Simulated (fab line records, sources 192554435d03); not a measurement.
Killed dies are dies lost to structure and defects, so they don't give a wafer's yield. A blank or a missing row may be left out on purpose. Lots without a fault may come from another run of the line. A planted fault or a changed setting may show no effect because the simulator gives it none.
Chamber matching | flow n5_finfet | N5_DUMMY_GATE_ETCH_23 on rie_si-05: 4 sister chambers
The step etches poly-Si in HBr/Cl2/O2, target depth 41 nm, time 22.3 s. 16 wafers are shown with their chamber, then 8 later ones without.

WAFERS WITH THEIR CHAMBER
wafer  | chamber | drypump_motor_current_A (A) | throttle_valve_pct (%) | oes_product_au (a.u.)
L075.1 | 0       | 6.0                         | 36.91                  | 1.004
L075.5 | 1       | 5.8                         | 36.73                  | 1.000
L075.6 | 2       | 4.9                         | 36.77                  | 1.007
L076.1 | 2       | 4.9                         | 36.79                  | 0.997
L076.2 | 0       | 6.0                         | 36.90                  | 1.002
L076.3 | 3       | 6.1                         | 36.79                  | 0.994
L076.4 | 1       | 5.8                         | 36.73                  | 0.994
L076.5 | 1       | 5.7                         | 36.75                  | 0.992
L076.6 | 2       | 4.9                         | 36.78                  | 1.002
L078.3 | 2       | 4.9                         | 36.78                  | 0.985
L078.4 | 0       | 6.0                         | 36.90                  | 0.983
L078.6 | 3       | 6.1                         | 36.79                  | 0.966
L079.2 | 2       | 4.9                         | 36.79                  | 1.005
L079.3 | 1       | 5.8                         | 36.75                  | 0.988
L079.4 | 3       | 6.1                         | 36.78                  | 0.990
L080.1 | 0       | 6.0                         | 36.90                  | 0.988

SIGNATURES (means of the wafers above)
reading                 | chamber 0 | chamber 1 | chamber 2 | chamber 3 | scatter within a chamber
drypump_motor_current_A | 6.000     | 5.775     | 4.900     | 6.100     | 0.025
throttle_valve_pct      | 36.9025   | 36.7400   | 36.7820   | 36.7867   | 0.00827
oes_product_au          | 0.99425   | 0.99350   | 0.99920   | 0.98333   | 0.00985
Rule: a wafer's distance from a chamber is the root of the sum, over the readings, of the square of ((its reading less the chamber's mean) divided by the reading's scatter). The wafer belongs to the nearest chamber; if the next one is less than 2 further off, it can't be placed. The scatter: the root of (the sum of the squares of (reading less its chamber's mean) over the shown wafers, divided by (wafers less chambers)).

WAFERS WITHOUT THEIR CHAMBER
wafer  | drypump_motor_current_A (A) | throttle_valve_pct (%) | oes_product_au (a.u.)
L080.3 | 4.9                         | 36.77                  | 0.998
L080.5 | 6.0                         | 36.90                  | 1.000
L083.2 | 6.1                         | 36.78                  | 0.989
L083.5 | 6.1                         | 36.78                  | 0.987
L083.6 | 4.9                         | 36.78                  | 0.985
L089.1 | 5.7                         | 36.73                  | 0.999
L089.2 | 6.1                         | 36.79                  | 0.996
L089.4 | 4.8                         | 36.78                  | 0.997

WHICH CHAMBER EACH WENT THROUGH
wafer  | from the rows above | in truth
L080.3 | 2                   | 2
L080.5 | 0                   | 0
L083.2 | 3                   | 3
L083.5 | 3                   | 3
L083.6 | 2                   | 2
L089.1 | 1                   | 1
L089.2 | 3                   | 3
L089.4 | 2                   | 2
Placed correctly: 8 of 8. Can't be placed from these rows: 0. Placed wrongly: 0.
